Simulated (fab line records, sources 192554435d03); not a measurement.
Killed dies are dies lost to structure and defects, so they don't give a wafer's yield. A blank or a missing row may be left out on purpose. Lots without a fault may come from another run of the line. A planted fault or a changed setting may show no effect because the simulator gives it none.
Chamber matching | flow n5_finfet | N5_STI_FIN_REVEAL_ALD_14 on ald_sin-02: 4 sister chambers
The step deposits Si3N4, target thk 3 nm. 4 wafers are shown with their chamber, then 10 later ones without.

WAFERS WITH THEIR CHAMBER
wafer  | chamber | heater_power_w (W)
L081.5 | 3       | 904
L082.6 | 0       | 906
L084.1 | 2       | 866
L084.2 | 1       | 773

WAFERS WITHOUT THEIR CHAMBER
wafer  | heater_power_w (W)
L084.3 | 906
L085.1 | 898
L085.3 | 921
L085.4 | 851
L086.1 | 905
L086.3 | 865
L086.5 | 890
L088.1 | 901
L088.2 | 751
L088.5 | 892

WHICH CHAMBER EACH WENT THROUGH
wafer  | from the rows above          | in truth
L084.3 | can't be placed: 0 or 3      | 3
L085.1 | can't be placed: 3 or 0      | 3
L085.3 | can't be placed: 0 or 3      | 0
L085.4 | 2                            | 2
L086.1 | can't be placed: 0 or 3      | 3
L086.3 | 2                            | 2
L086.5 | can't be placed: 3 or 0 or 2 | 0
L088.1 | can't be placed: 3 or 0      | 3
L088.2 | 1                            | 1
L088.5 | can't be placed: 3 or 0 or 2 | 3
Placed correctly: 3 of 10. Can't be placed from these rows: 7 (the true chamber is among the candidates in 7). Placed wrongly: 0.
How it was worked out, from the rows above alone: a wafer's distance from a chamber is the root of the sum, over the readings, of the square of ((its reading less the chamber's mean) divided by the reading's scatter). The wafer belongs to the nearest chamber; if the next one is less than 2 further off, it can't be placed. A chamber's mean is the mean of its shown wafers. The scatter: with one shown wafer a chamber, the root of the mean of the squares of how far each hidden wafer lies from its nearest shown one.
